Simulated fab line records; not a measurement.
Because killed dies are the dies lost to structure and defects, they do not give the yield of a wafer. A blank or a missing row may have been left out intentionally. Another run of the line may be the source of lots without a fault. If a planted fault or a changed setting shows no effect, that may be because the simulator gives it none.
Split-lot trial ; flow n5-finfet ; 39 wafers read across 7 lots, on a route 1938 steps long

== SPLIT DETAILS ==
At N5_HKMG_FIN_DEVELOP_48 (develop time 30 s), the setting develop-time-s was moved away from the recipe's 30 s on 12 of the 39 wafers read, by -48.4% to +43.7%. The other wafers ran this setting at the recipe's value.

Split to reading: the file shows no intervening step.

== THE READING ==
Shown in nm: cd-nm at N5_HKMG_FIN_CD_MEAS_49, with target cd 202 nm. Fault-free wafers of this fab line usually give 201.7 nm, standard deviation 0.54 nm.

wafer;tool, chamber at the split;develop-time-s as run, s;against the recipe;cd-nm, nm;against lot-mates on the recipe
L074.2;litho-track-02, 0;30;recipe;201.7;-
L074.4;litho-track-02, 0;30;recipe;202.1;-
L074.6;litho-track-02, 0;30;recipe;201.9;-
L076.1;litho-track-03, 0;30;recipe;201.4;-
L076.2;litho-track-03, 0;30;recipe;201.6;-
L076.3;litho-track-03, 0;30;recipe;200.9;-
L076.4;litho-track-03, 0;30;recipe;202.0;-
L076.5;litho-track-03, 0;30;recipe;201.7;-
L076.6;litho-track-03, 0;30;recipe;201.5;-
L085.1;litho-track-04, 0;30;recipe;201.9;-
L085.2;litho-track-04, 0;43.12;+43.7%;203.2;+1.8
L085.3;litho-track-04, 0;30;recipe;201.4;-
L085.4;litho-track-04, 0;43.12;+43.7%;203.8;+2.4
L085.5;litho-track-04, 0;43.12;+43.7%;203.4;+2.0
L085.6;litho-track-04, 0;30;recipe;201.0;-
L086.1;litho-track-03, 0;30;recipe;202.2;-
L086.2;litho-track-03, 0;30;recipe;201.4;-
L086.3;litho-track-03, 0;30;recipe;201.2;-
L086.4;litho-track-03, 0;30;recipe;202.2;-
L086.5;litho-track-03, 0;30;recipe;201.1;-
L086.6;litho-track-03, 0;30;recipe;201.3;-
L087.1;litho-track-02, 0;30;recipe;201.2;-
L087.2;litho-track-02, 0;15.49;-48.4%;198.3;-3.4
L087.3;litho-track-02, 0;30;recipe;201.8;-
L087.4;litho-track-02, 0;15.49;-48.4%;198.3;-3.4
L087.5;litho-track-02, 0;15.49;-48.4%;198.7;-3.0
L087.6;litho-track-02, 0;30;recipe;202.0;-
L094.1;litho-track-03, 0;30;recipe;202.4;-
L094.2;litho-track-03, 0;39.41;+31.4%;204.2;+2.1
L094.3;litho-track-03, 0;30;recipe;202.2;-
L094.4;litho-track-03, 0;30;recipe;201.6;-
L094.5;litho-track-03, 0;39.41;+31.4%;203.4;+1.3
L094.6;litho-track-03, 0;39.41;+31.4%;202.8;+0.7
L095.1;litho-track-04, 0;36.47;+21.6%;202.5;+0.9
L095.2;litho-track-04, 0;36.47;+21.6%;203.3;+1.7
L095.3;litho-track-04, 0;36.47;+21.6%;202.1;+0.5
L095.4;litho-track-04, 0;30;recipe;202.0;-
L095.5;litho-track-04, 0;30;recipe;201.4;-
L095.6;litho-track-04, 0;30;recipe;201.5;-

FIT RESULTS
A straight line over all 39 wafers: cd-nm changes by +0.0558 nm for each +1% of develop-time-s; r = +0.93; the points scatter about the line by 0.47 nm.
The same after taking each lot's own level away (the mean of its wafers on the recipe; 39 wafers): +0.0555 nm for each +1%; r = +0.94; scatter 0.42 nm.
That fit puts the effect of the largest move of develop-time-s on the reading at 2.7 nm.
Across the lots, their own levels run from 201.43 to 202.07 nm, a range of 1.2 times the standard deviation given above.
Consequently the slope shifts little with the lot-to-lot level, the two slopes agreeing.
Check: -2.66 nm against its lot-mates is what the line predicts for one of the wafers moved furthest among these (-48.4%) when that wafer is left out of the fit. It came out at -3.37 nm against them.

== OTHER SPLITS ON THESE WAFERS ==
Other splits were also applied to these wafers ahead of the reading. Each is held against what the fit with the lots' levels taken away leaves over:
other split on the same wafers;wafers away from the commonest value;r with cd-nm (lot level and that fit taken away)
N5_DUMMY_GATE_CVD_03 time-s;24;+0.12

== THE WHOLE CHAIN: every reading that the file lists as answering this split, in the file's order ==
step;what it does;reading;change (the file's fit);r (the file's)
N5_HKMG_FIN_CD_MEAS_49;target cd 202 nm;cd-nm;+0.0547 nm for each +1% of the setting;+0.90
N5_HKMG_FIN_ETCH_54;etches SiARC in CF4, target depth 45.5 nm, time 75.8 s;HKMG_FIN.cd-offset-nm (the simulator's own value, which no gauge read);+0.0564 nm for each +1% of the setting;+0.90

== THE FILE'S OWN FIT ==
cd-nm changes by +0.0547 nm for each +1% of develop-time-s, r = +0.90.
